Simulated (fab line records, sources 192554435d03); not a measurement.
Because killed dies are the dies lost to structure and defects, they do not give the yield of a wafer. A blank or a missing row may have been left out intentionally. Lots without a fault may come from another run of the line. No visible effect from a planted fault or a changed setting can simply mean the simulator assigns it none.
Which of the tools did it? | flow n5-finfet | at 1 step of a route of 1938, 7 lots with 21 wafers sampled

## WHAT THE GAUGES READ, wafer by wafer
N5_SDB_THK_MEAS_31.
lot  | measured    | on            | SDB_THK (nm)
L126 | day 4 06:44 | film-metro-01 | 64.8 65.3 64.1
L130 | day 5 08:10 | film-metro-01 | 64.6 64.3 63.5
L134 | day 6 08:11 | film-metro-02 | 63.6 63.5 63.3
L137 | day 7 05:56 | film-metro-01 | 65.4 63.8 64.5
L139 | day 7 17:59 | film-metro-01 | 63.9 63.4 63.3
L146 | day 9 05:17 | film-metro-01 | 64.2 63.8 65.0
L147 | day 9 16:27 | film-metro-01 | 63.2 65.1 65.5

## EACH LOT AND THE TOOL THAT RAN IT (in order: tool; ch and the chambers of the sampled wafers; start)
Before these readings, the record contains no process step.

## THE ANSWER, worked out from the rows above alone
Rule: usual is defined by the lots themselves. The widest of any qualifying gaps counts: lots, ordered by their means at a reading, are off when they make up no more than a third of the lots, leave a main group of 4 or more, and stand apart from it by 3 or more times the standard deviation of that group's means. A main group whose means are all the same, to the digits that the tables above print for the reading, isn't used. A lot without any number at a reading at which 4 lots or more have one is off too. The other lots that the step has rows for count as sound.
No lot is off on any of the readings shown, so nothing can be concluded from this.

## WHAT WAS PUT IN BY THE SIMULATOR
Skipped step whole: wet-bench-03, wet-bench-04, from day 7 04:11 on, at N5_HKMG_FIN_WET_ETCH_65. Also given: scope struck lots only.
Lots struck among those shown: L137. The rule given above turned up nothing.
